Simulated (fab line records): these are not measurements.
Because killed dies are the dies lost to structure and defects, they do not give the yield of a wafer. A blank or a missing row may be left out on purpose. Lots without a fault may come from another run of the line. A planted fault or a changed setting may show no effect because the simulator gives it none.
Split-lot experiment / flow n5-finfet / on a route of 1938 steps: 7 lots, 21 wafers read

== THE SPLIT ==
At N5_WELL_APT_EXPOSE_05 (exposes mask NWELL, defocus 0 nm, target cd 200 nm), the setting dose-mj was moved away from the recipe's 20.3 on 6 of the 21 wafers read, by -7.3% to +5.6%. This setting was run at the recipe's value on the other wafers.

== FROM THE SPLIT TO THE READING: what the file shows between them, 2 steps ==
- N5_WELL_APT_DEVELOP_07: develop time 45 s (also split here: develop-time-s)
- N5_WELL_APT_HARDBAKE_12: time 120 s

== THE READING ==
cd-nm, in nm, at N5_WELL_APT_CD_MEAS_08 (target cd 200 nm). On this fab line, fault-free wafers typically give 199.5 nm with a standard deviation of 1.4 nm.

wafer=L079.3; tool, chamber at the split=krf-scanner-02, 0; dose-mj as run=20.3; against the recipe=recipe; cd-nm, nm=198.5; against lot-mates on the recipe=-
wafer=L079.5; tool, chamber at the split=krf-scanner-02, 0; dose-mj as run=20.3; against the recipe=recipe; cd-nm, nm=201.1; against lot-mates on the recipe=-
wafer=L079.6; tool, chamber at the split=krf-scanner-02, 0; dose-mj as run=20.3; against the recipe=recipe; cd-nm, nm=198.0; against lot-mates on the recipe=-
wafer=L080.1; tool, chamber at the split=krf-scanner-02, 0; dose-mj as run=20.3; against the recipe=recipe; cd-nm, nm=199.5; against lot-mates on the recipe=-
wafer=L080.5; tool, chamber at the split=krf-scanner-02, 0; dose-mj as run=20.3; against the recipe=recipe; cd-nm, nm=201.3; against lot-mates on the recipe=-
wafer=L080.6; tool, chamber at the split=krf-scanner-02, 0; dose-mj as run=20.3; against the recipe=recipe; cd-nm, nm=197.1; against lot-mates on the recipe=-
wafer=L086.1; tool, chamber at the split=krf-scanner-02, 0; dose-mj as run=20.3; against the recipe=recipe; cd-nm, nm=200.5; against lot-mates on the recipe=-
wafer=L086.2; tool, chamber at the split=krf-scanner-02, 0; dose-mj as run=20.3; against the recipe=recipe; cd-nm, nm=198.7; against lot-mates on the recipe=-
wafer=L086.3; tool, chamber at the split=krf-scanner-02, 0; dose-mj as run=19.37; against the recipe=-4.6%; cd-nm, nm=191.6; against lot-mates on the recipe=-8.0
wafer=L087.1; tool, chamber at the split=krf-scanner-01, 0; dose-mj as run=20.3; against the recipe=recipe; cd-nm, nm=199.6; against lot-mates on the recipe=-
wafer=L087.4; tool, chamber at the split=krf-scanner-01, 0; dose-mj as run=20.3; against the recipe=recipe; cd-nm, nm=197.1; against lot-mates on the recipe=-
wafer=L087.5; tool, chamber at the split=krf-scanner-01, 0; dose-mj as run=18.82; against the recipe=-7.3%; cd-nm, nm=187.4; against lot-mates on the recipe=-10.9
wafer=L088.1; tool, chamber at the split=krf-scanner-02, 0; dose-mj as run=20.3; against the recipe=recipe; cd-nm, nm=201.9; against lot-mates on the recipe=-
wafer=L088.3; tool, chamber at the split=krf-scanner-02, 0; dose-mj as run=20.3; against the recipe=recipe; cd-nm, nm=198.1; against lot-mates on the recipe=-
wafer=L088.6; tool, chamber at the split=krf-scanner-02, 0; dose-mj as run=21.43; against the recipe=+5.6%; cd-nm, nm=205.8; against lot-mates on the recipe=+5.8
wafer=L089.2; tool, chamber at the split=krf-scanner-01, 0; dose-mj as run=20.3; against the recipe=recipe; cd-nm, nm=200.5; against lot-mates on the recipe=-
wafer=L089.4; tool, chamber at the split=krf-scanner-01, 0; dose-mj as run=19.34; against the recipe=-4.7%; cd-nm, nm=191.9; against lot-mates on the recipe=-8.6
wafer=L089.6; tool, chamber at the split=krf-scanner-01, 0; dose-mj as run=19.34; against the recipe=-4.7%; cd-nm, nm=193.9; against lot-mates on the recipe=-6.6
wafer=L093.4; tool, chamber at the split=krf-scanner-01, 0; dose-mj as run=20.97; against the recipe=+3.3%; cd-nm, nm=205.1; against lot-mates on the recipe=+7.5
wafer=L093.5; tool, chamber at the split=krf-scanner-01, 0; dose-mj as run=20.3; against the recipe=recipe; cd-nm, nm=198.0; against lot-mates on the recipe=-
wafer=L093.6; tool, chamber at the split=krf-scanner-01, 0; dose-mj as run=20.3; against the recipe=recipe; cd-nm, nm=197.1; against lot-mates on the recipe=-

FIT RESULTS
A straight line over all 21 wafers: cd-nm changes by +1.46 nm for each +1% of dose-mj; r = +0.94; the points scatter about the line by 1.5 nm.
The same after taking each lot's own level away (the mean of its wafers on the recipe; 21 wafers): +1.52 nm for each +1%; r = +0.94; scatter 1.5 nm.
According to that fit, moving dose-mj by its largest amount changes the reading by 11 nm.
The span of the lots' own levels, 197.55 to 200.50 nm, comes to 2.1 times the standard deviation stated above.
The two slopes are in agreement: the lot-to-lot level therefore moves the slope only a little.
Check: -11.3 nm against its lot-mates is what the line predicts for one of the wafers moved furthest among these (-7.3%) when that wafer is left out of the fit. Against them it came out at -10.9 nm.

== OTHER SPLITS ON THESE WAFERS ==
Before the reading, these wafers also passed through other splits. Each is held against what the fit with the lots' levels taken away leaves over:
other split on the same wafers=N5_WELL_APT_DEVELOP_07 develop-time-s; wafers away from the commonest value=4; r with cd-nm (lot level and that fit taken away)=+0.16

== THE WHOLE CHAIN: every reading that the file lists as answering this split, in the file's order ==
step=N5_WELL_APT_CD_MEAS_08; what it does=target cd 200 nm; reading=cd-nm; change (the file's fit)=+1.51 nm for each +1% of the setting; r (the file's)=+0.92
step=N5_WELL_APT_DESCUM_13; what it does=chemistry O2, time 7.9 s; reading=WELL_APT.cd-nm (the simulator's own value, which no gauge read); change (the file's fit)=+1.54 nm for each +1% of the setting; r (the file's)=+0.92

== THE FILE'S OWN FIT ==
cd-nm changes by +1.51 nm for each +1% of dose-mj, r = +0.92.
